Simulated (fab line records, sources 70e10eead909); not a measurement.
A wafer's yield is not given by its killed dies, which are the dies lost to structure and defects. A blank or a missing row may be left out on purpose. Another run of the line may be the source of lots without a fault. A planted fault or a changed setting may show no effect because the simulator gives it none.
Chamber matching :: flow nandHarc :: rieDiel-04 running NHARC_P_M2_STRIP_18: 4 sister chambers
The step strips in N2/H2. 8 wafers are shown with their chamber, then 8 later ones without.

## EACH WAFER AND ITS CHAMBER
wafer: L087.6
chamber: 3
showerheadPlenumPTorr (Torr): 2.06
drypumpMotorCurrentA (A): 4.96

wafer: L089.2
chamber: 3
showerheadPlenumPTorr (Torr): 2.05
drypumpMotorCurrentA (A): 4.95

wafer: L089.3
chamber: 2
showerheadPlenumPTorr (Torr): 2.02
drypumpMotorCurrentA (A): 5.61

wafer: L089.6
chamber: 0
showerheadPlenumPTorr (Torr): 1.91
drypumpMotorCurrentA (A): 5.54

wafer: L091.1
chamber: 1
showerheadPlenumPTorr (Torr): 2.03
drypumpMotorCurrentA (A): 5.86

wafer: L091.3
chamber: 0
showerheadPlenumPTorr (Torr): 1.91
drypumpMotorCurrentA (A): 5.56

wafer: L091.4
chamber: 2
showerheadPlenumPTorr (Torr): 2.02
drypumpMotorCurrentA (A): 5.63

wafer: L092.2
chamber: 1
showerheadPlenumPTorr (Torr): 2.03
drypumpMotorCurrentA (A): 5.91

## WAFERS WITHOUT THEIR CHAMBER
wafer: L092.5
showerheadPlenumPTorr (Torr): 2.03
drypumpMotorCurrentA (A): 5.92

wafer: L092.6
showerheadPlenumPTorr (Torr): 2.02
drypumpMotorCurrentA (A): 5.62

wafer: L094.1
showerheadPlenumPTorr (Torr): 2.02
drypumpMotorCurrentA (A): 5.62

wafer: L094.5
showerheadPlenumPTorr (Torr): 1.91
drypumpMotorCurrentA (A): 5.55

wafer: L094.6
showerheadPlenumPTorr (Torr): 2.03
drypumpMotorCurrentA (A): 5.90

wafer: L095.1
showerheadPlenumPTorr (Torr): 2.02
drypumpMotorCurrentA (A): 5.66

wafer: L095.2
showerheadPlenumPTorr (Torr): 2.03
drypumpMotorCurrentA (A): 5.88

wafer: L095.6
showerheadPlenumPTorr (Torr): 2.03
drypumpMotorCurrentA (A): 5.85

## WHICH CHAMBER EACH WENT THROUGH
wafer: L092.5
from the rows above: 1
in truth: 1

wafer: L092.6
from the rows above: 2
in truth: 2

wafer: L094.1
from the rows above: 2
in truth: 2

wafer: L094.5
from the rows above: 0
in truth: 0

wafer: L094.6
from the rows above: 1
in truth: 1

wafer: L095.1
from the rows above: 2
in truth: 2

wafer: L095.2
from the rows above: 1
in truth: 1

wafer: L095.6
from the rows above: 1
in truth: 1
Correctly placed: 8 of 8. Not placeable from these rows: 0. 0 placed wrongly.
How it was worked out, from the rows above alone: a wafer's distance from a chamber is the root of the sum, over the readings, of the square of ((its reading less the chamber's mean) divided by the reading's scatter). If the next closest chamber is less than 2 further off than the closest, the wafer can't be placed; otherwise it belongs to the closest. Each chamber's mean is taken over the wafers shown for it. The scatter is the square root of a quotient: the sum, over the shown wafers, of each reading's squared deviation from its chamber's mean, divided by wafers minus chambers.
